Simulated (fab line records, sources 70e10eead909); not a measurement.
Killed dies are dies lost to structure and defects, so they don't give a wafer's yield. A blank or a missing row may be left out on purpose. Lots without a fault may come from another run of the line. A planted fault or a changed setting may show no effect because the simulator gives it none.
Problem report in the 8D (eight disciplines) form, filled by code | flow nand_harc | the parts of the form that need people (team, actions taken, sign-off) are left out

1. THE PROBLEM
cd_nm at NHARC_A_CHANNEL_HOLE_D2_CD_MEAS_10 reads a mean of 104.8 nm on 9 wafers of 3 lots; wafers without a fault read 100.0 nm with a standard deviation of 0.54. That is +8.8 standard deviations from the usual mean.
The step: target cd 100 nm.
First seen on wafer L332.2, day 16 22:19, on cd_sem-02. The record holds 33 wafers of 11 lots with a number at this step. Rule for "out", or "out of limits": more than 4 standard deviations from the usual mean. The other wafers with a number count as sound.

2. WHAT IT IS AND WHAT IT IS NOT
question                    | is                     | is not
which readings at this step | cd_nm                  | -
which lots                  | L332, L333, L335       | L334, L338, L343, L344, L345, L346, L347, L348
which wafers of those lots  | all that have a number | -
read on which gauges        | cd_sem-02, cd_sem-03   | cd_sem-01
when                        | from day 16 22:19      | up to then (3 sound wafers); but 21 sound wafers of L338, L343, L344, L345, L346, L347, L348 came after

3. SUSPECTS, AND WHAT RULES EACH OUT
Counting: a tool at a process step up to the reading stays a suspect if it ran every lot that is out and no sound lot after the first of them.
- the gauge at NHARC_A_CHANNEL_HOLE_D2_CD_MEAS_10: ruled out. The wafers that are out were read on 2 gauges (cd_sem-02, cd_sem-03).
- litho_track-06 at NHARC_A_CHANNEL_HOLE_D2_PEB_08 (peb time 65 s): ruled out as a lasting fault. Sound lots L346, L348, L347 ran on it after its first lot that is out, L332 (day 16 22:14).
Left after counting: nothing in the record.

4. THE CAUSE (what the simulator had put in)
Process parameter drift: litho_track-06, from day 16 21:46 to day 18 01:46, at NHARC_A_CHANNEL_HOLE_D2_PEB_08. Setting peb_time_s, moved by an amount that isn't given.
Counting ruled it out, wrongly: the rule takes a fault to strike every lot that its tool runs from its start on, and this one did not.

5. THE CHAIN OF EFFECTS, in route order
Each row: a reading whose mean over the struck wafers that have a number lies more than 3 standard deviations from the usual. Only readings for which the record gives a usual standard deviation are gone through. hours: the time from each lot's start at the first step in this table that gives one to its start at this step, as a median over the lots. sigmas: the change in usual standard deviations.
hours | step                               | reading   | usual    | on struck wafers | change | sigmas
0     | NHARC_A_CHANNEL_HOLE_D2_CD_MEAS_10 | cd_nm     | 100.0 nm | 104.8            | +4.8   | +8.8
11    | NHARC_A_CHANNEL_HOLE_D2_CD_MEAS_31 | cd_nm     | 89.9 nm  | 94.6             | +4.7   | +3.6
11    | NHARC_A_CHANNEL_HOLE_D2_XSEM_32    | bot_cd_nm | 74.4 nm  | 79.1             | +4.7   | +3.1
The process steps in it:
- NHARC_A_CHANNEL_HOLE_D2_XSEM_32
Later measuring or inspecting steps at which every struck wafer that the step has a row for has a number for every such reading, and none has moved that far: NHARC_A_CHANNEL_HOLE_D2_INSPECT_12, NHARC_END_SORT_01.

6. WHAT WOULD HAVE CAUGHT IT SOONER
In this record the first reading out of limits at a measuring or inspecting step was taken at day 16 22:19, 1 hour after the fault began at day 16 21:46.
